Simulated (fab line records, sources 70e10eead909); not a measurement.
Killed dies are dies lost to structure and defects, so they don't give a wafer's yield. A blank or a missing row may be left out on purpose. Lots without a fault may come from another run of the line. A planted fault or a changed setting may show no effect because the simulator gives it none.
A struck lot beside a sound one | flow nand_harc | 14 steps out of a route of 1302
Sound: wafers L246.1, L246.2, L246.3. Struck: wafers L236.3, L236.5, L236.6. The cause comes at the end.
At each step with rows: each side's tool, then ch and its chambers, then its first start. Under that, the readings that differ: sound wafers | struck wafers | difference of the means | sigmas: that difference in standard deviations of wafers without a fault.
alike: readings whose means differ by less than 2 such deviations, and words and numbers that are the same on both sides. not compared: withheld readings, readings that some wafer has no value for, bounds like >300 that may hide the same value, and numbers for which the record gives no deviation and whose values overlap.
The two part at a step that has a row with sigmas, a row that says differs or no value, or rows on one side only. Numbers that don't overlap but have no deviation are shown without sigmas and don't part them. A reading that every wafer of one side lacks parts them only if that side has two wafers or more.

first, 8 steps without rows for these wafers: NHARC_A_ZERO_WELL_HMDS_03 (time 30 s); NHARC_A_ZERO_WELL_COAT_18 (time 65 s); NHARC_A_ZERO_WELL_COAT_04 (resist thk 600 nm); NHARC_A_ZERO_WELL_SOFTBAKE_05 (time 70 s); NHARC_A_ZERO_WELL_EBR_06; NHARC_A_ZERO_WELL_EXPOSE_07 (exposes mask A ZERO); NHARC_A_ZERO_WELL_PEB_08 (peb time 80 s); NHARC_A_ZERO_WELL_DEVELOP_09 (time 50 s).
NHARC_A_ZERO_WELL_CD_MEAS_10: target cd 2000 nm.
  sound on cd_sem-03 ch 0, day 14 14:01; struck on cd_sem-02 ch 0, day 10 20:26
  alike: cd_nm
then, 1 step without rows for these wafers: NHARC_A_ZERO_WELL_HARDBAKE_11 (time 65 s).
NHARC_A_ZERO_WELL_DESCUM_12: chemistry O2, time 3 s.
  sound on rie_diel-13 ch 0,1,3, day 14 14:10; struck on rie_diel-13 ch 2,3, day 10 20:35
  alike: drypump_motor_current_A, oes_product_au, rf_vpp_V, showerhead_plenum_p_Torr, throttle_valve_pct
  not compared: rf_hours_counter_h
NHARC_A_ZERO_WELL_ETCH_19: etches the open film in N2/H2, target depth 80 nm, overetch 24 nm, time 87.88 s.
  sound on rie_diel-13 ch 0,1,2, day 14 14:15; struck on rie_diel-13 ch 0,2,3, day 10 20:41
  alike: bias_w, chamber_pressure_mTorr, drypump_motor_current_A, oes_product_au, rf_vpp_V, showerhead_plenum_p_Torr, throttle_valve_pct
  not compared: rf_hours_counter_h
NHARC_A_ZERO_WELL_ETCH_13: etches the open film in HBr/Cl2, target depth 120 nm, time 40.1 s.
  sound on rie_si-01 ch 0,1,3, day 14 14:22; struck on rie_si-01 ch 1,2,3, day 10 20:49
  no value came back on the struck wafers for any of 6 readings (bias_w (W), chamber_pressure_mTorr (mTorr) and others); on the sound wafers bias_w (W) reads 100.4 99.6 99.9
then, 1 step without rows for these wafers: NHARC_A_ZERO_WELL_STRIP_14 (strips in SPM, time 900 s).

WHERE THEY PART
Only at NHARC_A_ZERO_WELL_ETCH_13, within this record.

WHY: what the simulator had put in
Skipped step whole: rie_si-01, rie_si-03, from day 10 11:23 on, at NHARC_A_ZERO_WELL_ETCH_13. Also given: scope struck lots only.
